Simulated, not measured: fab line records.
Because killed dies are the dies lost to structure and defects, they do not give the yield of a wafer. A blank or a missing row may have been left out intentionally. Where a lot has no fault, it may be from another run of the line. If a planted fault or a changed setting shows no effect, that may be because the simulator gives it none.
Which tool is to blame?	flow nandHarc	12 lots, 36 wafers sampled, at 4 steps of a route of 1159

WHAT THE GAUGES SHOWED, per wafer
NHARC_P_M2_CD_MEAS_09: the cd target is 170 nm.
lot	measured	on	cdNm (nm)
L075	day 6 13:08	cdSem-01	171.3 170.3 170.0
L077	day 6 14:48	cdSem-01	170.9 170.0 170.9
L079	day 7 01:23	cdSem-02	168.6 169.9 169.8
L081	day 7 19:53	cdSem-01	170.4 169.8 171.3
L083	day 8 21:40	cdSem-01	169.2 168.5 169.6
L084	day 9 10:59	cdSem-02	171.0 170.9 169.6
L086	day 9 13:12	cdSem-02	170.9 169.8 169.8
L089	day 10 03:31	cdSem-02	170.0 170.1 168.8
L091	day 10 09:49	cdSem-03	170.0 170.5 170.4
L092	day 10 14:44	cdSem-02	170.5 170.0 168.8
L094	day 11 13:23	cdSem-01	170.1 170.7 170.4
L096	day 11 16:24	cdSem-03	170.1 169.4 169.5

WHICH TOOL RAN EACH LOT (tool, then ch and the chambers of the sampled wafers, then the start)
lot	NHARC_P_CONTACT_DEP_00	NHARC_P_CONTACT_CVD_23	NHARC_P_M1_DEP_33
L075	pecvd-04 ch 0,1, day 6 11:55 or earlier	cvdW-02 ch 1, day 6 11:55 or earlier	pecvd-03 ch 0,1,2, day 6 11:55
L077	pecvd-01 ch 0,1,2, day 6 13:35 or earlier	cvdW-02 ch 0,1, day 6 13:35 or earlier	pecvd-02 ch 1,2, day 6 13:35
L079	pecvd-02 ch 0,1,2, day 7 00:09 or earlier	cvdW-02 ch 0,1, day 7 00:09 or earlier	pecvd-01 ch 0,2, day 7 00:09
L081	pecvd-01 ch 0,1, day 7 18:21 or earlier	cvdW-01 ch 0,1, day 7 18:21 or earlier	pecvd-03 ch 0,2, day 7 18:21
L083	pecvd-01 ch 0,1,2, day 8 20:31 or earlier	cvdW-02 ch 0,1, day 8 20:31 or earlier	pecvd-01 ch 0,2, day 8 20:31
L084	pecvd-02 ch 0,2, day 9 09:53 or earlier	cvdW-02 ch 0,1, day 9 09:53 or earlier	pecvd-03 ch 1,2, day 9 09:53
L086	pecvd-02 ch 0,1, day 9 12:08 or earlier	cvdW-02 ch 0,1, day 9 12:08 or earlier	pecvd-03 ch 0,1, day 9 12:08
L089	pecvd-01 ch 0,1, day 10 02:30 or earlier	cvdW-01 ch 0,1, day 10 02:30 or earlier	pecvd-02 ch 1,2, day 10 02:30
L091	pecvd-01 ch 0,1,2, day 10 08:34 or earlier	cvdW-02 ch 0,1, day 10 08:34 or earlier	pecvd-03 ch 0,1,2, day 10 08:34
L092	pecvd-02 ch 0,2, day 10 13:31 or earlier	cvdW-02 ch 0,1, day 10 13:31 or earlier	pecvd-01 ch 0,1,2, day 10 13:31
L094	pecvd-02 ch 0,2, day 11 12:19 or earlier	cvdW-01 ch 0,1, day 11 12:19 or earlier	pecvd-03 ch 0,1, day 11 12:19
L096	pecvd-02 ch 0,1, day 11 15:09 or earlier	cvdW-01 ch 0,1, day 11 15:09 or earlier	pecvd-03 ch 0,1, day 11 15:09
- NHARC_P_CONTACT_DEP_00: deposits SiO2, target thk 500 nm.
- NHARC_P_CONTACT_CVD_23: deposits W, target thk 200 nm, time 557 s.
- NHARC_P_M1_DEP_33: deposits SiCN, target thk 30 nm.

THE ANSWER, worked out from the rows above alone
Rule: the lots themselves supply what counts as usual. The widest of any qualifying gaps counts: lots, ordered by their means at a reading, are off when they make up no more than a third of the lots, leave a main group of 4 or more, and stand apart from it by 3 or more times the standard deviation of that group's means. Not used: any main group whose means are identical at the precision the tables above print for the reading. Also off: a lot with no number at a reading for which 4 or more lots have one. The other lots that the step has rows for count as sound.
Across all readings shown, no lot is off: no conclusion can be drawn from this.

WHAT THE SIMULATOR HAD INSERTED
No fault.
